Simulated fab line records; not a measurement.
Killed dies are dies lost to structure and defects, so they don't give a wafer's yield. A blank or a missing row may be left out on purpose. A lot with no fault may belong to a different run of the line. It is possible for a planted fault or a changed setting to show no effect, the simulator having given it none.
fab line records	flow n5_finfet
record: lots: 5	wafers: 15	last_day: 16
route steps=1938 shown BEOL_M3@1015 BEOL_M4@1021
lots that met no fault: from a run of the same line without faults
start_h: the number of hours between the record's first day and the start of the first shown wafer of the lot	wait_h: time in hours since the lot's previous step	" identical to the entry in the row above	L1.1+2: a row that stands for several wafers	- no value, or no start given	* or withheld: withheld	< > ~ a bound
route shown NAME@n: names a module that has steps shown in the file, with the first one's number in the route	usual: mean and standard deviation over wafers with no fault	same: alike in all rows	chamber/n: place in a boat	sites: each site's reading	_std_site: standard deviation across them	_edge_site: mean of outer sites minus mean of inner sites	radius_mm: for every site, how far away it sits from the centre of the wafer	mask NAME#n: copy n	behind: the most recent tool/chamber to have shaped the wafer	hold: reason for holding the lot/hours on hold/outcome of the hold	device: which transistor (n, p or np) failed to switch	end of line: the tests these same wafers got at the end of their route	a step given without rows: its recipe and nothing more	killed: at the first sort, the dies lost to defects and structure; wafer yield is something else	map: a wafer's dies, x killed, . not, _ none there
set.NAME: the setting that was run; set.NAME@STEP: the one run at that earlier step	model.NAME: the simulator's own value behind a step, which no gauge read
lots seen at some steps along the route; tables by step, rows by wafer
services: the hour from which a tool's chamber was out of use, counted from the record's first day as start_h (under 0 if before that day), plus the number of hours and why
== steps ==
step: N5_BEOL_M3_PRE_CLEAN_60
recipe: gas: NH3/H2	time_s: 15	temp_c: *	rf_power_w: 300
step: N5_BEOL_M3_CO_CAP_55
recipe: material: Co	target_thk_a: 20	temp_c: 200	precursor: CCTBA/H2	pressure_torr: 30	time_s: 102.1
step: N5_BEOL_M3_PRE_CLEAN_56
recipe: gas: NH3	time_s: 15	temp_c: withheld	rf_power_w: 300
step: N5_BEOL_M3_DEP_57
recipe: material: SiCN	target_thk_a: 80	temp_c: withheld	precursor: 3MS/NH3	pressure_torr: 3	rf_w: 202	time_s: 14
step: N5_BEOL_M4_ILD_DEP_00
recipe: material: SiOC	target_thk_a: 790	temp_c: 350	precursor: DEMS/O2	pressure_torr: 5	rf_w: 500	time_s: 15.3
step: N5_BEOL_M4_PECVD_72
recipe: material: SiO2	target_thk_a: 160	temp_c: 400	precursor: TEOS/O2	pressure_torr: 5.5	rf_w: 450	teos_flow_sccm: 53.8	gas: O2	flow_sccm: 3000	time_s: 18
step: N5_BEOL_M4_HM_DEP_02
recipe: material: TiN	target_thk_a: 200	temp_c: 25	chamber_pressure_pa: 0.49996
step: N5_BEOL_M4_COAT_61
recipe: resist: SOC	temp_c: 250	time_s: 60	spin_rpm: 1500	resist_thk_nm: 60
step: N5_BEOL_M4_COAT_62
recipe: resist: SiARC	temp_c: 220	time_s: 60	spin_rpm: 1500	resist_thk_nm: 12
step: N5_BEOL_M4_COAT_73
recipe: resist: underlayer	temp_c: 205	time_s: 60	spin_rpm: 1500	resist_thk_nm: 5
usual: chill_plate_temp_C: 23.00/0.094	spin_speed_rpm: 1499.7/0.97
lot.wafer	tool	chamber	start_h	wait_h	chill_plate_temp_C	spin_speed_rpm
L195.1	litho_track-02	0	188.73	-	23.15	1502.8
L195.5	"	0	"	"	22.87	1501.1
L195.6	"	0	"	"	22.98	1500.1
L196.2	litho_track-02	0	196.50	-	22.93	1359.0
L196.4	"	0	"	"	22.93	1356.5
L196.5	"	0	"	"	22.86	1357.7
L198.1	litho_track-02	0	200.55	-	22.79	1357.1
L198.2	"	0	"	"	22.98	1358.1
L198.6	"	0	"	"	23.03	1355.7
L199.3	litho_track-02	0	217.99	-	22.95	1356.9
L199.4	"	0	"	"	23.15	1356.4
L199.6	"	0	"	"	22.93	1358.6
L205.3	litho_track-01	0	254.86	-	23.04	1499.7
L205.4	"	0	"	"	22.85	1500.4
L205.5	"	0	"	"	22.97	1500.5
step: N5_BEOL_M4_COAT_05
recipe: resist: CAR-EUV	spin_rpm: 1500	resist_thk_nm: 30
step: N5_BEOL_M4_EBR_07
recipe: solvent: PGMEA	ebr_width_mm: 1.5
step: N5_BEOL_M4_SOFTBAKE_06
recipe: temp_c: 110	time_s: 60	resist: CAR-EUV
step: N5_BEOL_M4_EXPOSE_08
recipe: mask_id: M4	na: 0.33	source_shape: dipole	sigma_inner: 0.369	sigma_outer: 0.767	polarization: unpolarized	dose_mj: 41.25
step: N5_BEOL_M4_PEB_09
recipe: peb_temp_c: 100	peb_time_s: 60	resist: CAR-EUV
step: N5_BEOL_M4_DEVELOP_10
recipe: develop_time_s: 30	developer: TMAH	resist: CAR-EUV	rinse_liquid: surfactant_rinse	dry: air_spin	dev_temp_c: 23
step: N5_BEOL_M4_DESCUM_16
recipe: chemistry: O2	time_s: 7	source_power_w: 50	bias_power_w: 20	pressure_mtorr: 20	rf_frequency_hz: 2.712e+07	temp_c: 40	resist: CAR-EUV	o2_flow_sccm: 225
step: N5_BEOL_M4_ETCH_74
recipe: chemistry: N2/H2	target: underlayer	target_depth_a: 65	mask_material: CAR-EUV	time_s: 5.2	ion_energy_ev: 200	pressure_mtorr: 30	source_w: 840	bias_w: 150	n2_flow_sccm: 200	h2_flow_sccm: 200	ends: cleared
usual: drypump_motor_current_A: 5.7/0.44	etch_rf_on_time_s: 5.21/0.13	oes_product_au: 0.65/0.081	rf_vpp_V: 524/3.3	showerhead_plenum_p_Torr: 2.54/0.12	throttle_valve_pct: 17.93/0.19
lot.wafer	tool	chamber	start_h	wait_h	drypump_motor_current_A	etch_rf_on_time_s	oes_product_au	rf_hours_counter_h	rf_vpp_V	showerhead_plenum_p_Torr	throttle_valve_pct	model.CAR-EUV_of_BEOL_M4_COAT_05.thk_nm	model.etch.depth_nm
L195.1	rie_diel-05	1	189.28	0.0	6.6	5.01	0.82	12	529	2.74	17.97	20.4	4.959
L195.5	"	1	"	"	6.6	5.05	0.84	-	527	2.73	18.00	20.2	4.981
L195.6	"	2	"	"	5.4	5.29	0.58	-	519	2.40	17.91	20.4	4.969
L196.2	rie_diel-01	2	197.04	0.0	6.4	5.47	0.57	237	526	2.61	17.78	20	5.253
L196.4	"	0	"	"	5.5	5.65	0.66	88	527	2.57	17.66	20	5.243
L196.5	"	3	"	"	5.3	5.54	0.60	-	522	2.53	17.89	20	5.257
L198.1	rie_diel-05	3	201.11	0.0	5.2	5.51	0.61	212	522	2.49	17.80	20	5.242
L198.2	"	2	"	"	5.4	5.60	0.58	249	520	2.40	17.94	20	5.239
L198.6	"	1	"	"	6.6	5.32	0.81	-	528	2.73	17.98	19.8	5.236
L199.3	rie_diel-05	0	218.41	0.0	5.3	5.46	0.63	172	518	2.34	18.29	20	5.237
L199.4	"	3	"	"	5.2	5.44	0.60	-	522	2.49	17.80	20	5.237
L199.6	"	1	"	"	6.6	5.25	0.81	-	525	2.73	18.02	20	5.229
L205.3	rie_diel-01	3	255.49	0.0	5.3	5.23	0.60	248	522	2.52	17.95	20.4	5.005
L205.4	"	1	"	"	6.1	5.33	0.59	-	523	2.52	18.26	20.4	5.001
L205.5	"	3	"	"	5.3	5.22	0.60	-	523	2.52	17.95	20.6	4.994
step: N5_BEOL_M4_ETCH_63
recipe: chemistry: CF4	target: SiARC	target_depth_a: 156	mask_material: CAR-EUV	time_s: 26	ion_energy_ev: 80	pressure_mtorr: 40	source_w: 545	bias_w: 36	Ar_flow_sccm: 100	cf4_flow_sccm: 100	ends: cleared
usual: drypump_motor_current_A: 5.7/0.44	etch_rf_on_time_s: 26.0/0.67	oes_product_au: 0.66/0.082	rf_vpp_V: 183.9/1.4	showerhead_plenum_p_Torr: 2.14/0.096	throttle_valve_pct: 15.70/0.15
lot.wafer	tool	chamber	start_h	wait_h	drypump_motor_current_A	etch_rf_on_time_s	oes_product_au	rf_hours_counter_h	rf_vpp_V	showerhead_plenum_p_Torr	throttle_valve_pct	model.CAR-EUV_of_BEOL_M4_COAT_05.thk_nm
L195.1	rie_diel-05	1	189.29	0.0	6.6	25.5	0.83	12	185.7	2.29	15.63	11.2
L195.5	"	1	"	"	6.6	25.3	0.83	-	185.9	2.29	15.64	11
L195.6	"	2	"	"	5.4	26.6	0.59	-	182.5	2.03	15.72	11.2
L196.2	rie_diel-01	2	197.06	0.0	6.3	25.7	0.58	237	183.9	2.19	15.66	10.8
L196.4	"	0	"	"	5.4	26.1	0.67	88	185.7	2.15	15.37	10.8
L196.5	"	3	"	"	5.3	26.1	0.61	-	183.7	2.12	15.68	10.8
L198.1	rie_diel-05	3	201.13	0.0	5.1	26.3	0.61	212	184.0	2.13	15.73	10.8
L198.2	"	2	"	"	5.4	26.7	0.57	249	182.6	2.03	15.72	10.8
L198.6	"	1	"	"	6.6	25.1	0.81	-	184.7	2.29	15.65	10.6
L199.3	rie_diel-05	0	218.42	0.0	5.3	26.2	0.63	172	181.9	1.97	15.86	10.8
L199.4	"	3	"	"	5.1	26.1	0.61	-	185.6	2.13	15.74	10.8
L199.6	"	1	"	"	6.6	25.0	0.80	-	185.8	2.28	15.68	11
L205.3	rie_diel-01	3	255.51	0.0	5.3	26.0	0.60	248	184.2	2.11	15.72	11.2
L205.4	"	1	"	"	6.1	26.9	0.58	-	183.2	2.13	16.00	11.2
L205.5	"	3	"	"	5.3	26.4	0.59	-	183.4	2.11	15.73	11.4
step: N5_BEOL_M4_ETCH_64
recipe: chemistry: N2/H2	target: SOC	target_depth_a: 750	overetch_a: 225	mask_material: SiARC	temp_c: 40	time_s: 121.9	ion_energy_ev: 200	pressure_mtorr: 30	source_w: 840	bias_w: 150	n2_flow_sccm: 200	h2_flow_sccm: 200
step: N5_BEOL_M4_RC_MEAS_101
usual: DIBL_N: 35.9/1.4	DIBL_P: 35.9/1.7	IOFF_N: 0.160/0.026	IOFF_P: 0.21/0.036	ION_N: 672/11	ION_P: 461/8.1	SS_N: 71.4/0.54	SS_P: 73.2/0.67	VT_N: 249.3/2.7	VT_P: -250/3.9
lot.wafer	tool	chamber	start_h	wait_h	DIBL_N[mV/V]	DIBL_P[mV/V]	IOFF_N[nA/um]	IOFF_P[nA/um]	ION_N[uA/um]	ION_P[uA/um]	SS_N[mV/dec]	SS_P[mV/dec]	VT_N[mV]	VT_P[mV]
L195.1	prober-01	0	197.43	0.0	35.6	36.0	0.145	0.20	664	454	71.7	72.9	250.9	-252
L195.5	"	0	"	"	33.9	35.2	0.126	0.19	665	459	70.2	73.1	252.5	-250
L195.6	"	0	"	"	35.0	35.5	0.149	0.19	662	459	71.4	72.1	251.5	-251
L196.2	prober-01	0	208.83	0.2	37.1	36.9	0.186	0.25	668	463	71.2	73.8	245.6	-246
L196.4	"	0	"	"	35.4	33.7	0.149	0.19	678	465	71.2	72.4	249.2	-250
L196.5	"	0	"	"	35.9	35.5	0.161	0.23	674	477	70.9	73.4	248.7	-245
L198.1	prober-02	0	221.02	0.0	35.1	33.8	0.134	0.17	663	457	71.3	72.8	250.4	-255
L198.2	"	0	"	"	34.6	33.7	0.127	0.18	668	459	70.5	72.7	252.8	-251
L198.6	"	0	"	"	37.1	36.7	0.169	0.23	677	460	71.7	72.7	246.9	-247
L199.3	prober-02	0	230.48	0.3	35.7	36.4	0.153	0.22	670	466	71.3	72.6	251.4	-249
L199.4	"	0	"	"	38.3	38.4	0.190	0.25	676	466	71.0	73.7	246.9	-247
L199.6	"	0	"	"	33.0	33.0	0.111	0.16	655	455	70.1	71.9	256.8	-255
L205.3	prober-01	0	266.15	0.3	36.5	33.9	0.162	0.19	663	448	72.6	72.6	252.6	-253
L205.4	"	0	"	"	35.8	34.6	0.165	0.19	675	454	72.0	73.0	249.6	-252
L205.5	"	0	"	"	36.2	34.7	0.167	0.20	662	455	71.4	73.5	249.7	-250
== services ==
tool	chamber	start_h	hours	kind
rie_diel-05	2	204.27	-	clean
rie_diel-05	2	204.27	-	consumable_replace:focus_ring
rie_diel-05	2	204.27	-	consumable_replace:showerhead
rie_diel-05	2	204.27	26.8	scheduled_down
rie_diel-05	2	204.27	26.8	vent_cycle
rie_diel-05	1	221.26	6.6	repair
rie_diel-01	2	235.67	-	clean
rie_diel-01	2	235.67	-	consumable_replace:focus_ring
rie_diel-01	2	235.67	13.8	scheduled_down
rie_diel-01	2	235.67	13.8	vent_cycle
litho_track-02	-	251.69	-	consumable_replace:filter
rie_diel-01	2	252.91	7.8	repair
== key ==
first_sign: step: N5_BEOL_M4_COAT_73	reading: spin_speed_rpm	direction: down	sigmas: 99+	usual: *	struck: *
effect none on later readings
model_effect: step: N5_BEOL_M4_ETCH_74	value: CAR-EUV_of_BEOL_M4_COAT_05.thk_nm	without: 20.31	struck: 19.98
model_effect: step: N5_BEOL_M4_ETCH_63	value: CAR-EUV_of_BEOL_M4_COAT_05.thk_nm	without: 11.13	struck: 10.8
met_at N5_BEOL_M4_COAT_73
struck_wafers L196.2,L196.4,L196.5,L198.1,L198.2,L198.6,L199.3,L199.4,L199.6
onset_between 188.73 196.50
fault: kind: process_parameter_drift	tool: litho_track-02	chamber: -	onset_h: 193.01	steps: N5_BEOL_M4_COAT_73	channel: spin_rpm	offset: *	shape: step	end_h: 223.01	acts_in: *	stated: *
